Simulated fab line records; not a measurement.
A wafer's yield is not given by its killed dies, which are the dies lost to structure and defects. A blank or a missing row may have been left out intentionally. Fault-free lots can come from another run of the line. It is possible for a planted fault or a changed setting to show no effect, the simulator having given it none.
Which tool was responsible? / flow n5_finfet / 27 wafers from 9 lots sampled at 6 of the route's 1938 steps

== WHAT THE GAUGES SHOWED, per wafer ==
N5_SD_ACTIVATION_RS_MEAS_03: measures by four-point-probe.
lot=L262; measured=day 4 10:34; on=film_metro-01; RS_SD_N (ohm/sq)=22.3 21.7 21.7; RS_SD_P (ohm/sq)=56.0 55.9 55.7
lot=L268; measured=day 6 01:11; on=film_metro-02; RS_SD_N (ohm/sq)=29.8 30.9 30.1; RS_SD_P (ohm/sq)=58.7 60.0 60.4
lot=L269; measured=day 6 11:04; on=film_metro-02; RS_SD_N (ohm/sq)=29.4 29.9 29.7; RS_SD_P (ohm/sq)=58.6 58.8 57.8
lot=L270; measured=day 6 18:02; on=film_metro-02; RS_SD_N (ohm/sq)=29.7 29.7 29.8; RS_SD_P (ohm/sq)=57.4 57.7 56.7
lot=L272; measured=day 7 01:10; on=film_metro-01; RS_SD_N (ohm/sq)=22.5 22.1 22.0; RS_SD_P (ohm/sq)=57.6 58.0 57.5
lot=L275; measured=day 8 00:33; on=film_metro-02; RS_SD_N (ohm/sq)=22.5 22.3 22.1; RS_SD_P (ohm/sq)=57.4 58.1 57.3
lot=L276; measured=day 8 02:05; on=film_metro-02; RS_SD_N (ohm/sq)=21.7 21.9 22.1; RS_SD_P (ohm/sq)=56.9 56.6 56.9
lot=L278; measured=day 8 15:59; on=film_metro-01; RS_SD_N (ohm/sq)=22.4 21.9 21.8; RS_SD_P (ohm/sq)=56.0 56.1 56.2
lot=L281; measured=day 9 10:19; on=film_metro-01; RS_SD_N (ohm/sq)=22.1 21.7 22.2; RS_SD_P (ohm/sq)=56.5 56.3 56.0

N5_BEOL_M4_RC_MEAS_101.
lot=L262; measured=day 8 20:59; on=prober-01; DIBL_N (mV/V)=36.0 36.0 36.9; DIBL_P (mV/V)=36.0 35.6 37.8; IOFF_N (nA/um)=0.149 0.144 0.173; IOFF_P (nA/um)=0.187 0.178 0.210; ION_N (uA/um)=658 661 673; ION_P (uA/um)=446 452 458; RC_DENSE_N (ohm.um)=19.6 20.0 19.2; RC_N (ohm.um)=15.85 16.56 15.72; REXT_N (ohm.um)=75.8 74.6 74.5; RS_SD_N (ohm/sq)=28.9 28.4 28.2; SS_N (mV/dec)=71.7 71.4 72.4; SS_P (mV/dec)=73.1 73.0 73.6; VT_N (mV)=253.4 253.4 250.8; VT_P (mV)=-250.9 -251.6 -251.3
lot=L268; measured=day 10 14:32; on=prober-01; DIBL_N (mV/V)=34.6 35.0 35.7; DIBL_P (mV/V)=35.4 36.3 37.1; IOFF_N (nA/um)=0.147 0.161 0.170; IOFF_P (nA/um)=0.204 0.213 0.224; ION_N (uA/um)=665 662 661; ION_P (uA/um)=468 463 458; RC_DENSE_N (ohm.um)=25.5 25.4 25.5; RC_N (ohm.um)=20.77 20.76 20.94; REXT_N (ohm.um)=89.6 90.5 90.4; RS_SD_N (ohm/sq)=36.9 37.5 37.5; SS_N (mV/dec)=71.3 71.3 71.7; SS_P (mV/dec)=73.2 73.4 73.9; VT_N (mV)=250.6 247.7 247.9; VT_P (mV)=-251.3 -250.8 -248.7
lot=L269; measured=day 10 17:22; on=prober-02; DIBL_N (mV/V)=38.1 36.4 35.5; DIBL_P (mV/V)=39.1 37.5 35.4; IOFF_N (nA/um)=0.209 0.166 0.145; IOFF_P (nA/um)=0.265 0.241 0.200; ION_N (uA/um)=676 657 652; ION_P (uA/um)=469 458 455; RC_DENSE_N (ohm.um)=26.2 25.8 25.5; RC_N (ohm.um)=21.24 21.09 20.94; REXT_N (ohm.um)=88.7 89.7 88.9; RS_SD_N (ohm/sq)=36.2 37.3 37.1; SS_N (mV/dec)=72.2 72.1 71.5; SS_P (mV/dec)=74.8 74.4 73.3; VT_N (mV)=247.4 251.1 252.1; VT_P (mV)=-248.7 -247.9 -251.4
lot=L270; measured=day 11 07:54; on=prober-02; DIBL_N (mV/V)=37.5 35.8 36.9; DIBL_P (mV/V)=36.5 34.9 35.4; IOFF_N (nA/um)=0.159 0.143 0.155; IOFF_P (nA/um)=0.199 0.182 0.201; ION_N (uA/um)=658 648 648; ION_P (uA/um)=455 450 450; RC_DENSE_N (ohm.um)=25.0 25.3 26.0; RC_N (ohm.um)=20.54 20.70 21.09; REXT_N (ohm.um)=90.6 91.8 91.4; RS_SD_N (ohm/sq)=37.1 36.6 36.5; SS_N (mV/dec)=71.3 71.4 71.9; SS_P (mV/dec)=73.4 73.3 73.1; VT_N (mV)=249.2 251.2 250.5; VT_P (mV)=-251.2 -253.1 -249.1
lot=L272; measured=day 11 14:03; on=prober-01; DIBL_N (mV/V)=37.2 36.6 36.7; DIBL_P (mV/V)=36.8 36.3 36.4; IOFF_N (nA/um)=0.174 0.165 0.160; IOFF_P (nA/um)=0.223 0.218 0.224; ION_N (uA/um)=675 671 678; ION_P (uA/um)=460 460 467; RC_DENSE_N (ohm.um)=19.2 19.3 19.3; RC_N (ohm.um)=15.73 15.62 15.82; REXT_N (ohm.um)=77.0 76.3 77.1; RS_SD_N (ohm/sq)=29.0 28.6 28.6; SS_N (mV/dec)=72.2 71.4 72.6; SS_P (mV/dec)=73.9 73.3 73.4; VT_N (mV)=251.4 248.3 253.3; VT_P (mV)=-249.7 -249.7 -249.6
lot=L275; measured=day 12 18:50; on=prober-02; DIBL_N (mV/V)=35.7 35.6 35.6; DIBL_P (mV/V)=36.6 36.9 36.2; IOFF_N (nA/um)=0.176 0.173 0.174; IOFF_P (nA/um)=0.214 0.209 0.202; ION_N (uA/um)=678 675 682; ION_P (uA/um)=460 461 459; RC_DENSE_N (ohm.um)=19.2 19.6 19.4; RC_N (ohm.um)=15.42 15.94 15.88; REXT_N (ohm.um)=77.7 78.3 77.4; RS_SD_N (ohm/sq)=29.3 29.2 29.0; SS_N (mV/dec)=71.9 72.3 72.5; SS_P (mV/dec)=73.4 73.1 73.6; VT_N (mV)=248.0 249.2 247.9; VT_P (mV)=-253.1 -250.9 -251.1
lot=L276; measured=day 12 16:58; on=prober-01; DIBL_N (mV/V)=33.7 32.4 34.8; DIBL_P (mV/V)=35.5 33.5 36.5; IOFF_N (nA/um)=0.131 0.114 0.151; IOFF_P (nA/um)=0.181 0.160 0.200; ION_N (uA/um)=664 662 660; ION_P (uA/um)=458 455 454; RC_DENSE_N (ohm.um)=19.0 18.9 18.4; RC_N (ohm.um)=15.37 15.58 15.04; REXT_N (ohm.um)=75.6 75.0 74.3; RS_SD_N (ohm/sq)=28.3 28.3 28.7; SS_N (mV/dec)=71.2 71.1 70.9; SS_P (mV/dec)=72.7 72.2 73.3; VT_N (mV)=252.4 254.5 249.7; VT_P (mV)=-252.3 -253.9 -249.8
lot=L278; measured=day 12 22:19; on=prober-02; DIBL_N (mV/V)=38.6 36.9 39.0; DIBL_P (mV/V)=37.3 36.2 37.4; IOFF_N (nA/um)=0.201 0.162 0.196; IOFF_P (nA/um)=0.240 0.213 0.229; ION_N (uA/um)=679 664 666; ION_P (uA/um)=465 454 460; RC_DENSE_N (ohm.um)=19.0 19.1 19.2; RC_N (ohm.um)=15.45 15.53 15.66; REXT_N (ohm.um)=74.2 75.8 75.2; RS_SD_N (ohm/sq)=28.4 28.8 28.6; SS_N (mV/dec)=71.2 70.9 71.8; SS_P (mV/dec)=73.5 73.0 73.7; VT_N (mV)=245.6 249.2 246.6; VT_P (mV)=-246.5 -248.0 -249.1
lot=L281; measured=day 13 19:11; on=prober-02; DIBL_N (mV/V)=36.3 36.1 38.6; DIBL_P (mV/V)=38.1 38.3 40.1; IOFF_N (nA/um)=0.159 0.160 0.200; IOFF_P (nA/um)=0.214 0.214 0.258; ION_N (uA/um)=680 672 682; ION_P (uA/um)=465 465 469; RC_DENSE_N (ohm.um)=18.8 18.9 19.4; RC_N (ohm.um)=15.25 15.62 15.71; REXT_N (ohm.um)=74.1 73.4 74.0; RS_SD_N (ohm/sq)=28.4 28.1 28.6; SS_N (mV/dec)=71.2 71.2 72.3; SS_P (mV/dec)=73.8 73.3 74.7; VT_N (mV)=251.0 251.5 247.2; VT_P (mV)=-251.5 -250.7 -249.7

== WHICH TOOL RAN EACH LOT (tool, then ch and the chambers of the sampled wafers, then the start) ==
lot=L262; N5_SD_ACTIVATION_LSA_01=laser_anneal-01 ch 0, day 4 10:22; N5_ILD0_CMP_03=cmp-04 ch 0,2,3, day 4 13:42; N5_ILD0_ALD_15=ald_sin-02 ch 1,2,3, day 4 16:12; N5_SDB_HM_DEP_00=pecvd-01 ch 0,1,2, day 4 18:46
lot=L268; N5_SD_ACTIVATION_LSA_01=laser_anneal-01, day 6 00:59; N5_ILD0_CMP_03=cmp-04 ch 1,2,3, day 6 03:59; N5_ILD0_ALD_15=ald_sin-01 ch 0,1,2, day 6 05:15; N5_SDB_HM_DEP_00=pecvd-04 ch 0,2, day 6 07:49
lot=L269; N5_SD_ACTIVATION_LSA_01=laser_anneal-02, day 6 10:53; N5_ILD0_CMP_03=cmp-03 ch 0,1,3, day 6 13:47; N5_ILD0_ALD_15=ald_sin-01 ch 0,3, day 6 15:08; N5_SDB_HM_DEP_00=pecvd-03 ch 0,2, day 6 17:41
lot=L270; N5_SD_ACTIVATION_LSA_01=laser_anneal-01, day 6 17:50; N5_ILD0_CMP_03=cmp-01 ch 0,2, day 6 20:45; N5_ILD0_ALD_15=ald_sin-02 ch 0,1, day 6 22:19; N5_SDB_HM_DEP_00=pecvd-01 ch 0,1, day 7 00:52
lot=L272; N5_SD_ACTIVATION_LSA_01=laser_anneal-02 ch 0, day 7 00:59; N5_ILD0_CMP_03=cmp-04 ch 1,2, day 7 03:55; N5_ILD0_ALD_15=ald_sin-02 ch 1,2,3, day 7 05:15; N5_SDB_HM_DEP_00=pecvd-01 ch 1,2, day 7 07:49
lot=L275; N5_SD_ACTIVATION_LSA_01=laser_anneal-01 ch 0, day 8 00:21; N5_ILD0_CMP_03=cmp-04 ch 0,1, day 8 04:24; N5_ILD0_ALD_15=ald_sin-01 ch 1,2,3, day 8 06:48; N5_SDB_HM_DEP_00=pecvd-03 ch 0,1, day 8 09:21
lot=L276; N5_SD_ACTIVATION_LSA_01=laser_anneal-02 ch 0, day 8 01:53; N5_ILD0_CMP_03=cmp-04 ch 0,2,3, day 8 05:20; N5_ILD0_ALD_15=ald_sin-02 ch 1,2, day 8 06:53; N5_SDB_HM_DEP_00=pecvd-01 ch 1,2, day 8 09:32
lot=L278; N5_SD_ACTIVATION_LSA_01=laser_anneal-02 ch 0, day 8 15:47; N5_ILD0_CMP_03=cmp-01 ch 2,3, day 8 18:52; N5_ILD0_ALD_15=ald_sin-02 ch 1,3, day 8 20:37; N5_SDB_HM_DEP_00=pecvd-01 ch 0,2, day 8 23:12
lot=L281; N5_SD_ACTIVATION_LSA_01=laser_anneal-01 ch 0, day 9 10:07; N5_ILD0_CMP_03=cmp-03 ch 0,1,3, day 9 13:02; N5_ILD0_ALD_15=ald_sin-02 ch 0,1,3, day 9 14:32; N5_SDB_HM_DEP_00=pecvd-03 ch 1,2, day 9 17:05
- N5_SD_ACTIVATION_LSA_01: time 0.0008 s.
- N5_ILD0_CMP_03: polishes, stops on SiNx, t overpolish 1.9 s, target thk 197.38 nm.
- N5_ILD0_ALD_15: deposits SiNx, target thk 24 nm, pulse time 1 s, ald cycles 480.
- N5_SDB_HM_DEP_00: deposits SiNx from SiH4/NH3/N2, target thk 40 nm, time 35.3 s.

== WHAT THE TOOLS THEMSELVES READ (means of the sampled wafers that have a number; where no wafer has one, the mark that the record gives instead) ==
N5_SD_ACTIVATION_LSA_01.
lot=L262 tool=laser_anneal-01 wafer_temp_C_max=1086.3
lot=L268 tool=laser_anneal-01 wafer_temp_C_max=-
lot=L269 tool=laser_anneal-02 wafer_temp_C_max=-
lot=L270 tool=laser_anneal-01 wafer_temp_C_max=-
lot=L272 tool=laser_anneal-02 wafer_temp_C_max=1085.5
lot=L275 tool=laser_anneal-01 wafer_temp_C_max=1085.1
lot=L276 tool=laser_anneal-02 wafer_temp_C_max=1084.2
lot=L278 tool=laser_anneal-02 wafer_temp_C_max=1085.5
lot=L281 tool=laser_anneal-01 wafer_temp_C_max=1086.2

N5_ILD0_CMP_03.
lot=L262; tool=cmp-04; motor_current_A (A)=11.6; overpolish_run_s (s)=1.897; pad_life_wafers=1154; time_to_endpoint_s (s)=64.4
lot=L268; tool=cmp-04; motor_current_A (A)=12.6; overpolish_run_s (s)=1.900; pad_life_wafers=1460; time_to_endpoint_s (s)=66.3
lot=L269; tool=cmp-03; motor_current_A (A)=12.1; overpolish_run_s (s)=1.909; pad_life_wafers=1190; time_to_endpoint_s (s)=66.8
lot=L270; tool=cmp-01; motor_current_A (A)=13.7; overpolish_run_s (s)=1.886; pad_life_wafers=853; time_to_endpoint_s (s)=69.9
lot=L272; tool=cmp-04; motor_current_A (A)=12.3; overpolish_run_s (s)=1.905; pad_life_wafers=1668; time_to_endpoint_s (s)=69.4
lot=L275; tool=cmp-04; motor_current_A (A)=13.5; overpolish_run_s (s)=1.906; pad_life_wafers=1832; time_to_endpoint_s (s)=67.0
lot=L276; tool=cmp-04; motor_current_A (A)=11.8; overpolish_run_s (s)=1.903; pad_life_wafers=1844; time_to_endpoint_s (s)=67.7
lot=L278; tool=cmp-01; motor_current_A (A)=13.3; overpolish_run_s (s)=1.905; pad_life_wafers=1382; time_to_endpoint_s (s)=71.6
lot=L281; tool=cmp-03; motor_current_A (A)=12.6; overpolish_run_s (s)=1.902; pad_life_wafers=1568; time_to_endpoint_s (s)=69.5

N5_ILD0_ALD_15.
lot=L262; tool=ald_sin-02; heater_power_w (W)=877; precursor_pulse_height_rel=1.018
lot=L268; tool=ald_sin-01; heater_power_w (W)=868; precursor_pulse_height_rel=1.004
lot=L269; tool=ald_sin-01; heater_power_w (W)=873; precursor_pulse_height_rel=1.000
lot=L270; tool=ald_sin-02; heater_power_w (W)=891; precursor_pulse_height_rel=0.972
lot=L272; tool=ald_sin-02; heater_power_w (W)=882; precursor_pulse_height_rel=1.023
lot=L275; tool=ald_sin-01; heater_power_w (W)=785; precursor_pulse_height_rel=1.019
lot=L276; tool=ald_sin-02; heater_power_w (W)=863; precursor_pulse_height_rel=0.992
lot=L278; tool=ald_sin-02; heater_power_w (W)=917; precursor_pulse_height_rel=1.000
lot=L281; tool=ald_sin-02; heater_power_w (W)=911; precursor_pulse_height_rel=0.988

N5_SDB_HM_DEP_00.
lot=L262; tool=pecvd-01; heater_power_w (W)=609; showerhead_plenum_p_Torr (Torr)=5.16; showerhead_vpp_V (V)=1095; throttle_valve_pct (%)=39.7
lot=L268; tool=pecvd-04; heater_power_w (W)=747; showerhead_plenum_p_Torr (Torr)=5.11; showerhead_vpp_V (V)=1041; throttle_valve_pct (%)=40.2
lot=L269; tool=pecvd-03; heater_power_w (W)=827; showerhead_plenum_p_Torr (Torr)=5.08; showerhead_vpp_V (V)=1002; throttle_valve_pct (%)=38.3
lot=L270; tool=pecvd-01; heater_power_w (W)=600; showerhead_plenum_p_Torr (Torr)=5.15; showerhead_vpp_V (V)=1098; throttle_valve_pct (%)=40.0
lot=L272; tool=pecvd-01; heater_power_w (W)=627; showerhead_plenum_p_Torr (Torr)=5.17; showerhead_vpp_V (V)=1076; throttle_valve_pct (%)=39.6
lot=L275; tool=pecvd-03; heater_power_w (W)=670; showerhead_plenum_p_Torr (Torr)=5.11; showerhead_vpp_V (V)=1095; throttle_valve_pct (%)=38.5
lot=L276; tool=pecvd-01; heater_power_w (W)=569; showerhead_plenum_p_Torr (Torr)=5.16; showerhead_vpp_V (V)=1074; throttle_valve_pct (%)=39.7
lot=L278; tool=pecvd-01; heater_power_w (W)=659; showerhead_plenum_p_Torr (Torr)=5.17; showerhead_vpp_V (V)=1108; throttle_valve_pct (%)=39.9
lot=L281; tool=pecvd-03; heater_power_w (W)=759; showerhead_plenum_p_Torr (Torr)=5.07; showerhead_vpp_V (V)=1021; throttle_valve_pct (%)=38.2

== THE ANSWER, worked out from the rows above alone ==
Rule: the usual values come from the lots themselves. Put in order of their means at a reading, lots are off if they are a third of the lots or fewer, leave a main group of 4 or more, and stand apart from it by a gap of 3 or more times the standard deviation of the main group's means; of several such gaps the widest counts. The tables above print the reading to a certain number of digits; a main group whose means all agree to those digits is not used. A lot without any number at a reading at which 4 lots or more have one is off too. Any other lot the step has rows for is counted as sound. Order of review: gauges by route order, followed by the tools' own readings, for which a lot's mean as printed above is used. The first step at which some lot is off is used, and at that step the reading that is off furthest; a lot without a number counts as furthest.
Off: at N5_SD_ACTIVATION_RS_MEAS_03 (RS_SD_N), L268, L269, L270. The main group: mean 22.1 ohm/sq, standard deviation 0.15.
If a tool, at a process step before that reading, ran all the lots that are off and no sound lot after the first of them, it fits. The gauges at N5_SD_ACTIVATION_RS_MEAS_03 aren't tried: what is off there is off at N5_BEOL_M4_RC_MEAS_101 too, on other tools, and a gauge's error can't cause that. No candidate that was tried fits.

== WHAT HAD BEEN PUT IN BY THE SIMULATOR ==
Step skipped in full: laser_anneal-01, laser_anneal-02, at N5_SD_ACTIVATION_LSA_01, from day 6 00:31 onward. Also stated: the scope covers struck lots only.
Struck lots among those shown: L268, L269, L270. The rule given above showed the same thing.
